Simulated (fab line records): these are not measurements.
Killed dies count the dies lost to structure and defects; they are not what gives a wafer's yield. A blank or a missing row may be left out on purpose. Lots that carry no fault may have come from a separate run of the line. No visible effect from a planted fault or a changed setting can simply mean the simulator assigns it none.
What tool caused it? | flow nandHarc | Sampling: 6 lots, 18 wafers, 2 of 1159 route steps

WHAT THE GAUGES READ, wafer by wafer
NHARC_P_M2_THK_MEAS_24: measures by xrf.
lot  | measured     | on           | thkNm (nm)
L456 | day 8 02:47  | filmMetro-01 | 144.5 144.7 145.2
L458 | day 8 17:26  | filmMetro-02 | 145.7 142.0 141.7
L464 | day 10 06:55 | filmMetro-02 | 144.7 144.1 144.1
L468 | day 11 06:52 | filmMetro-02 | 145.1 141.8 143.3
L470 | day 11 13:26 | filmMetro-01 | 144.5 141.3 144.5
L471 | day 11 17:57 | filmMetro-01 | 142.8 143.5 144.8

WHICH TOOL RAN EACH LOT (tool, then ch and the chambers of the sampled wafers, then the start)
lot  | NHARC_P_M1_STRIP_18
L456 | rieDiel-12 ch 1,2, day 7 20:32
L458 | rieDiel-06 ch 0,1,3, day 8 11:13
L464 | rieDiel-07 ch 0,3, day 10 00:17
L468 | rieDiel-07 ch 1,2, day 10 23:53
L470 | rieDiel-12 ch 2,3, day 11 06:30
L471 | rieDiel-07 ch 1,2,3, day 11 11:24
- NHARC_P_M1_STRIP_18: strips in N2/H2.

THE ANSWER, worked out from the rows above alone
Rule: usual is defined by the lots themselves. The widest of any qualifying gaps counts: lots, ordered by their means at a reading, are off when they make up no more than a third of the lots, leave a main group of 4 or more, and stand apart from it by 3 or more times the standard deviation of that group's means. The tables above print the reading to a certain number of digits; a main group whose means all agree to those digits is not used. A lot without any number at a reading at which 4 lots or more have one is off too. Any other lot the step has rows for is counted as sound.
None of the lots is off at any reading shown; this tells nothing.

WHAT THE SIMULATOR HAD INSERTED
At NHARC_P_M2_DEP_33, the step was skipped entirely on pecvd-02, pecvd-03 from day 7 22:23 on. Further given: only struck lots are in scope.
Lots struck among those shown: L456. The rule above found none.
